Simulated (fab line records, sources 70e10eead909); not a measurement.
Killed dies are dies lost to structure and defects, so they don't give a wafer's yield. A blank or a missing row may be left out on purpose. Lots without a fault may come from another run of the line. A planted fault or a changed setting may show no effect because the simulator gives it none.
Which tool did it? | flow nand_harc | 12 lots, 36 wafers sampled, at 6 steps of a route of 1302

WHAT THE GAUGES READ, wafer by wafer
NHARC_END_SORT_01.
lot  | measured     | on        | killed_at_array | killed_at_other | killed_at_periphery | killed_dies | killed_open | killed_short
L281 | day 30 12:51 | prober-01 | 34 44 47        | 1 2 0           | 3 2 4               | 38 48 51    | 4 4 5       | 2 3 1

WHICH TOOL RAN EACH LOT (tool, then ch and the chambers of the sampled wafers, then the start)
lot  | NHARC_A_CONTACT_DESCUM_13          | NHARC_A_CONTACT_ETCH_137             | NHARC_A_CONTACT_ETCH_139             | NHARC_A_CONTACT_CVD_19        | NHARC_A_CONTACT_CMP_20
L267 | rie_diel-06 ch 1,3, day 22 10:08   | har_cap_etch-01 ch 0,1, day 22 12:03 | har_cap_etch-01 ch 0,1, day 22 12:35 | cvd_w-02 ch 0,1, day 22 14:58 | cmp-01 ch 0,3, day 22 15:51
L269 | rie_diel-07 ch 1,2,3, day 22 21:50 | har_cap_etch-03 ch 0,1, day 22 23:40 | har_cap_etch-03 ch 0,1, day 23 00:13 | cvd_w-01 ch 0,1, day 23 02:15 | cmp-04 ch 0,3, day 23 03:01
L272 | rie_diel-06 ch 1,2,3, day 23 19:08 | har_cap_etch-01 ch 0,1, day 23 21:01 | har_cap_etch-01 ch 0,1, day 23 21:34 | cvd_w-02 ch 1, day 23 23:34   | cmp-01 ch 1,2,3, day 24 00:24
L273 | rie_diel-07 ch 0,1, day 24 11:54   | har_cap_etch-03 ch 0,1, day 24 13:47 | har_cap_etch-03 ch 0,1, day 24 14:19 | cvd_w-02 ch 0,1, day 24 16:14 | cmp-04 ch 0,2,3, day 24 17:10
L275 | rie_diel-11 ch 0,1,3, day 25 10:44 | har_cap_etch-03 ch 0,1, day 25 13:07 | har_cap_etch-03 ch 0,1, day 25 13:51 | cvd_w-02 ch 0,1, day 25 16:17 | cmp-04 ch 1,3, day 25 17:11
L274 | rie_diel-06 ch 1,2,3, day 26 03:53 | har_cap_etch-03 ch 0,1, day 26 06:00 | har_cap_etch-03 ch 0,1, day 26 06:32 | cvd_w-01 ch 0,1, day 26 08:35 | cmp-04 ch 1,2, day 26 09:21
L278 | rie_diel-06 ch 0,1,3, day 27 02:09 | har_cap_etch-02 ch 0,1, day 27 04:01 | har_cap_etch-02 ch 0,1, day 27 04:34 | cvd_w-02 ch 0,1, day 27 06:47 | cmp-04 ch 1,2,3, day 27 07:40
L280 | rie_diel-07 ch 1,2,3, day 27 21:17 | har_cap_etch-02 ch 0,1, day 27 23:16 | har_cap_etch-02 ch 0,1, day 27 23:49 | cvd_w-02 ch 0,1, day 28 01:50 | cmp-01 ch 1,2,3, day 28 02:33
L281 | rie_diel-06 ch 1,2, day 28 06:24   | har_cap_etch-01 ch 0,1, day 28 08:17 | har_cap_etch-01 ch 0,1, day 28 08:49 | cvd_w-01 ch 0,1, day 28 10:44 | cmp-04 ch 2,3, day 28 11:39
L288 | rie_diel-07 ch 1,2,3, day 31 01:59 | har_cap_etch-03 ch 0,1, day 31 04:09 | har_cap_etch-03 ch 0,1, day 31 04:53 | cvd_w-01 ch 0,1, day 31 06:57 | cmp-02 ch 0,1,3, day 31 07:43
L289 | rie_diel-06 ch 0,1,3, day 31 17:30 | har_cap_etch-02 ch 0,1, day 31 19:25 | har_cap_etch-02 ch 0,1, day 31 19:58 | cvd_w-01 ch 0,1, day 31 21:56 | cmp-04 ch 2,3, day 31 22:49
L290 | rie_diel-11 ch 2,3, day 32 16:42   | har_cap_etch-03 ch 0,1, day 32 19:08 | har_cap_etch-03 ch 0,1, day 32 19:51 | cvd_w-01 ch 0,1, day 32 22:08 | cmp-02 ch 2,3, day 32 22:38
- NHARC_A_CONTACT_DESCUM_13: chemistry O2, time 3 s.
- NHARC_A_CONTACT_ETCH_137: etches the open film in C4F8/O2/Ar, time 311 s, target depth 1912 nm.
- NHARC_A_CONTACT_ETCH_139: etches the open film in C4F8/O2/Ar, time 195 s, target depth 840 nm.
- NHARC_A_CONTACT_CVD_19: deposits W, target thk 300 nm, time 802 s.
- NHARC_A_CONTACT_CMP_20: polishes, t overpolish 30 s, target thk 300 nm.

WHAT THE TOOLS THEMSELVES READ (means of the sampled wafers that have a number; where no wafer has one, the mark that the record gives instead)
NHARC_A_CONTACT_DESCUM_13.
lot  | tool        | drypump_motor_current_A (A) | oes_product_au (a.u.) | rf_vpp_V (V) | showerhead_plenum_p_Torr (Torr) | throttle_valve_pct (%)
L267 | rie_diel-06 | 5.5                         | 0.987                 | 57.8         | 1.83                            | 11.322
L269 | rie_diel-07 | 5.7                         | 0.992                 | 56.9         | 1.92                            | 11.301
L272 | rie_diel-06 | 5.6                         | 0.993                 | 57.5         | 1.82                            | 11.303
L273 | rie_diel-07 | 5.3                         | 0.996                 | 57.5         | 1.89                            | 11.307
L275 | rie_diel-11 | 5.7                         | 0.999                 | 58.9         | 1.94                            | 11.316
L274 | rie_diel-06 | 5.6                         | 0.990                 | 57.6         | 1.82                            | 11.313
L278 | rie_diel-06 | 5.3                         | 0.981                 | 57.1         | 1.91                            | 11.311
L280 | rie_diel-07 | 5.7                         | 0.994                 | 57.3         | 1.90                            | 11.312
L281 | rie_diel-06 | 5.5                         | 0.996                 | 57.8         | 1.84                            | 11.308
L288 | rie_diel-07 | 5.7                         | 0.996                 | 58.5         | 2.00                            | 11.314
L289 | rie_diel-06 | 5.3                         | 0.999                 | 58.4         | 1.90                            | 11.303
L290 | rie_diel-11 | 5.8                         | 1.007                 | 58.2         | 1.98                            | 11.317

NHARC_A_CONTACT_CVD_19.
lot  | tool     | heater_power_w (W) | throttle_valve_pct (%)
L267 | cvd_w-02 | 490                | 7.9
L269 | cvd_w-01 | 460                | 8.3
L272 | cvd_w-02 | 500                | 7.9
L273 | cvd_w-02 | 484                | 8.0
L275 | cvd_w-02 | 480                | 8.0
L274 | cvd_w-01 | 489                | 8.0
L278 | cvd_w-02 | 475                | 8.1
L280 | cvd_w-02 | 491                | 7.9
L281 | cvd_w-01 | 496                | 7.9
L288 | cvd_w-01 | 511                | 8.0
L289 | cvd_w-01 | 464                | 8.1
L290 | cvd_w-01 | 510                | 7.8

NHARC_A_CONTACT_CMP_20.
lot  | tool   | motor_current_A (A) | overpolish_run_s (s) | time_to_endpoint_s (s)
L267 | cmp-01 | 11.6                | 29.989               | 58
L269 | cmp-04 | 11.9                | 29.993               | 62
L272 | cmp-01 | 11.4                | 29.999               | 57
L273 | cmp-04 | 12.6                | 29.997               | 60
L275 | cmp-04 | 12.3                | 30.003               | 58
L274 | cmp-04 | 13.9                | 30.000               | 57
L278 | cmp-04 | 12.7                | 29.995               | 41
L280 | cmp-01 | 11.5                | 29.994               | 37
L281 | cmp-04 | 12.3                | 29.986               | 61
L288 | cmp-02 | 11.9                | 30.002               | 61
L289 | cmp-04 | 13.1                | 30.007               | 62
L290 | cmp-02 | 11.4                | 30.004               | 61

THE ANSWER, worked out from the rows above alone
Rule: what is usual is taken from the lots themselves. Put in order of their means at a reading, lots are off if they are a third of the lots or fewer, leave a main group of 4 or more, and stand apart from it by a gap of 3 or more times the standard deviation of the main group's means; of several such gaps the widest counts. A main group whose means are all the same, to the digits that the tables above print for the reading, isn't used. A lot without any number at a reading at which 4 lots or more have one is off too. The other lots that the step has rows for count as sound. The gauges are gone through in route order, then the tools' own readings, and for those a lot's mean is taken as printed above. The first step at which some lot is off is used, and at that step the reading that is off furthest; a lot without a number counts as furthest.
Off: L278, L280, at NHARC_A_CONTACT_CMP_20 (time_to_endpoint_s). The main group: mean 60 s, standard deviation 1.9.
A tool fits if, at that step or a process step before it, it ran every lot that is off, and no sound lot after the first of them. One fits: cvd_w-02 at NHARC_A_CONTACT_CVD_19. Its last sound lot is L275 (day 25 16:17), its first lot that is off L278 (day 27 06:47): a fault that began between those two fits.

WHAT THE SIMULATOR HAD PUT IN
Process parameter drift: cvd_w-02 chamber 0, from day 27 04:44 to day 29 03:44, at NHARC_A_CONTACT_CVD_19. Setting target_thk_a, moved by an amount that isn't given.
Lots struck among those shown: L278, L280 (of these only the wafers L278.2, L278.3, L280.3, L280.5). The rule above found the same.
